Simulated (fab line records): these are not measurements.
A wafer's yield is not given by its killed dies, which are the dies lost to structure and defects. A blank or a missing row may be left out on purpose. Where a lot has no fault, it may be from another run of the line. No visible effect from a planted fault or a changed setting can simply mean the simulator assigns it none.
The tool behind it: which one? || flow nandHarc || 21 wafers from 7 lots sampled at 3 of the route's 1302 steps

== WHAT EACH GAUGE READ, for each wafer ==
NHARC_P_GATE_CD_MEAS_26 targets a cd of 120 nm.
{"lot": "L928", "measured": "day 5 13:38", "on": "cdSem-02", "cdNm (nm)": "120.0 120.1 120.8"}
{"lot": "L932", "measured": "day 6 23:18", "on": "cdSem-01", "cdNm (nm)": "119.4 120.6 119.5"}
{"lot": "L934", "measured": "day 7 22:21", "on": "cdSem-02", "cdNm (nm)": "119.2 120.0 120.1"}
{"lot": "L936", "measured": "day 8 21:08", "on": "cdSem-01", "cdNm (nm)": "120.3 118.9 119.7"}
{"lot": "L939", "measured": "day 10 02:29", "on": "cdSem-02", "cdNm (nm)": "138.2 138.3 139.2"}
{"lot": "L945", "measured": "day 12 07:50", "on": "cdSem-01", "cdNm (nm)": "119.2 120.3 119.5"}
{"lot": "L950", "measured": "day 14 16:40", "on": "cdSem-03", "cdNm (nm)": "119.3 120.0 120.6"}

== TOOL THAT RAN EACH LOT (tool first, then ch and the chambers of the sampled wafers, then the start) ==
{"lot": "L928", "NHARC_P_GATE_DESCUM_13": "rieDiel-09 ch 2,3, day 4 21:56", "NHARC_P_GATE_EXPOSE_23": "arfiScanner-03 ch 0, day 5 13:29"}
{"lot": "L932", "NHARC_P_GATE_DESCUM_13": "rieDiel-01 ch 2,3, day 6 09:39", "NHARC_P_GATE_EXPOSE_23": "arfiScanner-01 ch 0, day 6 23:10"}
{"lot": "L934", "NHARC_P_GATE_DESCUM_13": "rieDiel-01 ch 0,2,3, day 7 06:40", "NHARC_P_GATE_EXPOSE_23": "arfiScanner-03 ch 0, day 7 22:13"}
{"lot": "L936", "NHARC_P_GATE_DESCUM_13": "rieDiel-10 ch 0,1,2, day 8 04:48", "NHARC_P_GATE_EXPOSE_23": "arfiScanner-01 ch 0, day 8 21:01"}
{"lot": "L939", "NHARC_P_GATE_DESCUM_13": "rieDiel-09 ch 0,1,3, day 9 12:19", "NHARC_P_GATE_EXPOSE_23": "arfiScanner-01 ch 0, day 10 02:22"}
{"lot": "L945", "NHARC_P_GATE_DESCUM_13": "rieDiel-10 ch 1,3, day 11 17:48", "NHARC_P_GATE_EXPOSE_23": "arfiScanner-03 ch 0, day 12 07:41"}
{"lot": "L950", "NHARC_P_GATE_DESCUM_13": "rieDiel-01 ch 2,3, day 13 22:07", "NHARC_P_GATE_EXPOSE_23": "arfiScanner-02 ch 0, day 14 16:32"}
- NHARC_P_GATE_DESCUM_13: chemistry O2, time 3 s.
- NHARC_P_GATE_EXPOSE_23: exposes mask P GATE, target cd 120 nm.

== THE ANSWER, worked out from the rows above alone ==
Rule: what is usual is taken from the lots themselves. Put in order of their means at a reading, lots are off if they are a third of the lots or fewer, leave a main group of 4 or more, and stand apart from it by a gap of 3 or more times the standard deviation of the main group's means; of several such gaps the widest counts. A main group whose means are all the same, to the digits that the tables above print for the reading, isn't used. Also off: a lot with no number at a reading for which 4 or more lots have one. All remaining lots with rows at the step are treated as sound.
Off: L939, at NHARC_P_GATE_CD_MEAS_26 (cdNm). Mean 119.9 nm and standard deviation 0.22 in the main group.
A tool fits if, at a process step before that reading, it ran every lot that is off, and no sound lot after the first of them. Those tools and the gauges at NHARC_P_GATE_CD_MEAS_26 are tried in the same way. Can't be told from this: 3 tools fit, rieDiel-09 at NHARC_P_GATE_DESCUM_13, arfiScanner-01 at NHARC_P_GATE_EXPOSE_23, cdSem-02 at NHARC_P_GATE_CD_MEAS_26.

== WHAT HAD BEEN PUT IN BY THE SIMULATOR ==
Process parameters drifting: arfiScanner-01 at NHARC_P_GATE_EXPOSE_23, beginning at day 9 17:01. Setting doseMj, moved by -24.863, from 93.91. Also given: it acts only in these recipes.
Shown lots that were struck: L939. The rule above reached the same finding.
